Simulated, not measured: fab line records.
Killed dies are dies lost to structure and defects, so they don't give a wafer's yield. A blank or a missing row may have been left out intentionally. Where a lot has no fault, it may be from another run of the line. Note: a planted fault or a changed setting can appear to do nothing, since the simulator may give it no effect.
Matching of chambers | flow n5Finfet | N5_FIN_SAQP_SPACER2_ETCHBACK_29 on rieDiel-04: 4 sister chambers
The step etches SiO2 in CHF3/O2, target depth 12.2 nm, time 6.1 s. 16 wafers are shown with their chamber, then 8 later ones without.

WAFERS PAIRED WITH THEIR CHAMBERS
wafer  | chamber | showerheadPlenumPTorr (Torr) | drypumpMotorCurrentA (A) | oesProductAu (a.u.)
L077.1 | 0       | 2.27                         | 5.7                      | 0.70
L077.3 | 3       | 2.44                         | 5.8                      | 0.79
L077.5 | 3       | 2.44                         | 5.8                      | 0.79
L082.2 | 1       | 2.48                         | 6.4                      | 0.73
L082.3 | 0       | 2.26                         | 5.7                      | 0.69
L082.5 | 0       | 2.26                         | 5.7                      | 0.69
L083.1 | 2       | 2.38                         | 5.7                      | 0.89
L083.5 | 0       | 2.26                         | 5.7                      | 0.68
L083.6 | 1       | 2.48                         | 6.4                      | 0.71
L084.1 | 0       | 2.26                         | 5.7                      | 0.69
L084.3 | 2       | 2.38                         | 5.8                      | 0.89
L084.6 | 0       | 2.26                         | 5.7                      | 0.69
L086.3 | 0       | 2.26                         | 5.7                      | 0.68
L086.4 | 1       | 2.48                         | 6.4                      | 0.72
L086.5 | 3       | 2.44                         | 5.8                      | 0.78
L088.1 | 0       | 2.26                         | 5.7                      | 0.68

SIGNATURES (means of the wafers above)
reading               | chamber 0 | chamber 1 | chamber 2 | chamber 3 | scatter within a chamber
showerheadPlenumPTorr | 2.2612    | 2.4800    | 2.3800    | 2.4400    | 0.0027
drypumpMotorCurrentA  | 5.700     | 6.400     | 5.750     | 5.800     | 0.0204
oesProductAu          | 0.6875    | 0.7200    | 0.8900    | 0.7867    | 0.00717
Rule: a wafer's distance from a chamber is the root of the sum, over the readings, of the square of ((its reading less the chamber's mean) divided by the reading's scatter). The wafer belongs to the nearest chamber; if the next one is less than 2 further off, it can't be placed. The scatter: take each reading less its chamber's mean, square it, sum over the shown wafers, divide by the number of wafers less the number of chambers, and take the root.

WAFERS WHOSE CHAMBER IS MISSING
wafer  | showerheadPlenumPTorr (Torr) | drypumpMotorCurrentA (A) | oesProductAu (a.u.)
L088.2 | 2.44                         | 5.8                      | 0.77
L088.5 | 2.38                         | 5.7                      | 0.88
L094.1 | 2.43                         | 5.8                      | 0.77
L094.5 | 2.55                         | 5.7                      | 0.99
L094.6 | 2.47                         | 6.4                      | 0.71
L097.1 | 2.54                         | 5.7                      | 0.96
L097.2 | 2.37                         | 5.7                      | 0.85
L097.3 | 2.47                         | 6.4                      | 0.70

WHICH CHAMBER EACH WENT THROUGH
wafer  | from the rows above | in truth
L088.2 | 3                   | 3
L088.5 | 2                   | 2
L094.1 | 3                   | 3
L094.5 | 3                   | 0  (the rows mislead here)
L094.6 | 1                   | 1
L097.1 | 3                   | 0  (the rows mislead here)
L097.2 | 2                   | 2
L097.3 | 1                   | 1
6 of 8 placed correctly. Left unplaced by these rows: 0. 2 placed wrongly.
